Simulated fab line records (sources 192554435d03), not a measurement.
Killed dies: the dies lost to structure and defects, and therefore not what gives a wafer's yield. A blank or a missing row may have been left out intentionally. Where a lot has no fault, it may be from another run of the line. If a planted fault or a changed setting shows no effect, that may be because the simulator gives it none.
One fault through the eyes of 2 desks ; flow n5_finfet ; each desk has only its own numbers; what lay behind them comes last

## THE TOOL OWNER'S DESK: pvd_sputter-03
At N5_MIM_BOT_SPUTTER_00 (material TiN, target thk 35 nm, time 89.7 s) the tool's own readings: per lot run on this tool, the mean of the sampled wafers that have a number. Marked OUT: a lot whose mean sits more than 4 standard deviations from the usual mean, which makes it out of limits; the brackets give that distance.
Columns: A = cathode_dc_power_W at N5_MIM_BOT_SPUTTER_00, usual 3000.0 W; B = chamber_pressure_pa at N5_MIM_BOT_SPUTTER_00, usual 0.5000 Pa; C = throttle_valve_pct at N5_MIM_BOT_SPUTTER_00, usual 30.8 %
lot;first seen here;A;B;C
L616;day 18 13:07;3000.1;0.4993;30.5
L620;day 19 12:43;3000.4;0.5011;29.6
L621;day 19 14:07;3000.5;0.4998;30.1
Finding of this desk: none of the 3 lots has anything out of limits.

## FROM THE METROLOGY DESK
Means of the sampled wafers that have a number, per lot and without regard to the tool the lot ran on: this is what the gauges read. Marked OUT: a lot whose mean sits more than 4 standard deviations from the usual mean, which makes it out of limits; the brackets give that distance. Of its 10 readings 7 are shown: those that lie furthest out on some lot.
Columns: A = DIBL_N at N5_BEOL_M4_RC_MEAS_101, usual 35.1 mV/V; B = IOFF_P at N5_BEOL_M4_RC_MEAS_101, usual 0.21 nA/um; C = ION_P at N5_BEOL_M4_RC_MEAS_101, usual 463 uA/um; D = SS_N at N5_BEOL_M4_RC_MEAS_101, usual 71.2 mV/dec; E = SS_P at N5_BEOL_M4_RC_MEAS_101, usual 73.0 mV/dec; F = VT_N at N5_BEOL_M4_RC_MEAS_101, usual 251 mV; G = VT_P at N5_BEOL_M4_RC_MEAS_101, usual -250 mV
lot;first seen here;A;B;C;D;E;F;G
L602;day 9 06:34;33.7;0.14;453;70.4;72.8;254;-257
L605;day 10 21:08;35.1;0.16;451;71.6;72.7;255;-257
L604;day 11 01:00;34.6;0.21;468;71.3;73.1;252;-248
L615;day 12 22:56;35.4;0.18;461;71.5;72.9;250;-254
L613;day 13 04:05;37.0;0.27;466;71.6;73.5;252;-245
L616;day 13 23:04;34.4;0.21;466;71.1;73.2;250;-247
L617;day 14 05:44;34.4;0.19;464;71.0;72.7;253;-250
L618;day 14 18:48;36.0;0.23;465;71.3;73.0;251;-249
L620;day 15 03:55;36.5;0.25;470;71.4;73.7;251;-245
L621;day 15 04:52;35.0;0.22;466;71.1;73.1;249;-248
Finding of this desk: none of the 10 lots has anything out of limits.

## TAKEN TOGETHER
Nothing out of limits was seen by the tool owner's desk.
At the metrology desk, nothing out of limits was observed.

## WHAT HAD BEEN PUT IN BY THE SIMULATOR
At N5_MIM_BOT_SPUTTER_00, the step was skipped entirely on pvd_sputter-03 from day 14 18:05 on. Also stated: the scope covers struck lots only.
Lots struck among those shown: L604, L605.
